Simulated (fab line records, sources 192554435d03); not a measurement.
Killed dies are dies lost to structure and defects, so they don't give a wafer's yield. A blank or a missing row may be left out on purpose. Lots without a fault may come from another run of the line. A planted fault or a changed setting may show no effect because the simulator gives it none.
Tool commonality check | flow n5_finfet | 10 lots, 29 wafers sampled

WHY IT WAS OPENED
At N5_BEOL_M10_INSPECT_58 the reading raw_defect_count is flagged on 2 of 10 lots. Wafers without a fault read 78, standard deviation 28.
Rule: a lot is flagged when every wafer of it that has a number lies more than 4 standard deviations from that mean, or none has a number. The other lots count as sound.

lot  | measured     | on                | raw_defect_count, wafer by wafer | flag
L377 | day 12 01:41 | defect_inspect-02 | 60 77 114                        |
L379 | day 12 12:59 | defect_inspect-02 | 74 115                           |
L381 | day 13 05:50 | defect_inspect-02 | 94 63 84                         |
L382 | day 14 00:13 | defect_inspect-01 | 83 79 113                        |
L386 | day 14 05:37 | defect_inspect-01 | 97 70 94                         |
L387 | day 14 06:02 | defect_inspect-02 | 66 77 70                         |
L385 | day 14 09:35 | defect_inspect-02 | 920 990 1005                     | FLAGGED
L389 | day 14 15:29 | defect_inspect-02 | 67 45 86                         |
L390 | day 14 22:19 | defect_inspect-02 | 1035 1062 1006                   | FLAGGED
L395 | day 16 10:47 | defect_inspect-01 | 59 40 55                         |
The numbers of the flagged lots are 1003 on average: +925 against the usual, or +33 standard deviations.

WHICH TOOL RAN EACH LOT
The record holds 3 process steps before the reading, out of a route of 1938 steps. In each cell: the tool, then ch and the chambers that the sampled wafers went through, then the start.
lot  | flag    | N5_BEOL_M10_ETCH_66                | N5_BEOL_M10_SURFACE_TREAT_76 | N5_BEOL_M10_CMP_52
L377 |         | rie_diel-06 ch 1,2,3, day 11 22:46 | pvd_sputter-01, day 12 00:16 | cmp-01 ch 0,2,3, day 12 01:17
L379 |         | rie_diel-05 ch 2,3, day 12 09:51   | pvd_sputter-03, day 12 11:11 | cmp-02 ch 2,3, day 12 12:41
L381 |         | rie_diel-05 ch 0,1,2, day 13 00:46 | pvd_sputter-01, day 13 02:40 | cmp-01 ch 0,1,3, day 13 05:28
L382 |         | rie_diel-05 ch 1,3, day 13 21:11   | pvd_sputter-02, day 13 22:59 | cmp-03 ch 0,1, day 13 23:48
L386 |         | rie_diel-06 ch 0,1,2, day 14 02:30 | pvd_sputter-01, day 14 04:04 | cmp-01 ch 0,1,3, day 14 05:10
L387 |         | rie_diel-05 ch 1,2,3, day 14 02:49 | pvd_sputter-03, day 14 04:44 | cmp-01 ch 0,2,3, day 14 05:41
L385 | FLAGGED | rie_diel-01 ch 0,1,3, day 14 06:55 | pvd_sputter-01, day 14 08:16 | cmp-01 ch 0,1,3, day 14 09:06
L389 |         | rie_diel-06 ch 0,1,3, day 14 12:30 | pvd_sputter-01, day 14 14:11 | cmp-03 ch 0,2, day 14 15:02
L390 | FLAGGED | rie_diel-05 ch 1,3, day 14 19:19   | pvd_sputter-02, day 14 21:04 | cmp-01 ch 2,3, day 14 21:52
L395 |         | rie_diel-01 ch 1,3, day 16 07:46   | pvd_sputter-03, day 16 09:08 | cmp-03 ch 0,2,3, day 16 10:24
What these steps do:
- N5_BEOL_M10_ETCH_66: etches SOC in N2/H2, target depth 120 nm, overetch 24 nm, time 180 s.
- N5_BEOL_M10_SURFACE_TREAT_76
- N5_BEOL_M10_CMP_52: polishes, stops on SiCOH lowk, t overpolish 7 s, target thk 140 nm.
- N5_BEOL_M10_INSPECT_58: inspects for defects (darkfield).

FLAGGED OVER TOTAL, TOOL BY TOOL (the gauges that took the reading come last)
step                         | tool              | lots run | flagged | share of the flagged lots | sound lots run after its first flagged lot
N5_BEOL_M10_ETCH_66          | rie_diel-01       | 2        | 1       | some                      | 1 (L395)
N5_BEOL_M10_ETCH_66          | rie_diel-05       | 5        | 1       | some                      | 0
N5_BEOL_M10_ETCH_66          | rie_diel-06       | 3        | 0       | none                      | -
N5_BEOL_M10_SURFACE_TREAT_76 | pvd_sputter-01    | 5        | 1       | some                      | 1 (L389)
N5_BEOL_M10_SURFACE_TREAT_76 | pvd_sputter-02    | 2        | 1       | some                      | 0
N5_BEOL_M10_SURFACE_TREAT_76 | pvd_sputter-03    | 3        | 0       | none                      | -
N5_BEOL_M10_CMP_52           | cmp-01            | 6        | 2       | all                       | 0
N5_BEOL_M10_CMP_52           | cmp-02            | 1        | 0       | none                      | -
N5_BEOL_M10_CMP_52           | cmp-03            | 3        | 0       | none                      | -
N5_BEOL_M10_INSPECT_58       | defect_inspect-01 | 3        | 0       | none                      | -
N5_BEOL_M10_INSPECT_58       | defect_inspect-02 | 7        | 2       | all                       | 1 (L389)

WHAT THE TABLE ALLOWS
2 rows of the table ran every flagged lot: cmp-01 at N5_BEOL_M10_CMP_52, defect_inspect-02 at N5_BEOL_M10_INSPECT_58.
- cmp-01 at N5_BEOL_M10_CMP_52: 2 of its 6 lots flagged. Its last sound lot is L387 (day 14 05:41), its first flagged lot L385 (day 14 09:06): a fault that began between those two fits.
- defect_inspect-02 at N5_BEOL_M10_INSPECT_58: 2 of its 7 lots flagged. Sound lots ran on it after the first flagged one (L389), which a lasting fault on the whole tool wouldn't allow.
One tool is left: cmp-01 at N5_BEOL_M10_CMP_52.

WHAT THE SIMULATOR HAD PUT IN
Chamber particle source: cmp-01, from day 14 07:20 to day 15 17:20, at N5_BEOL_M10_CMP_52. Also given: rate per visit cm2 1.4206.
Lots struck among those shown: L385, L390. The rule above found the same.
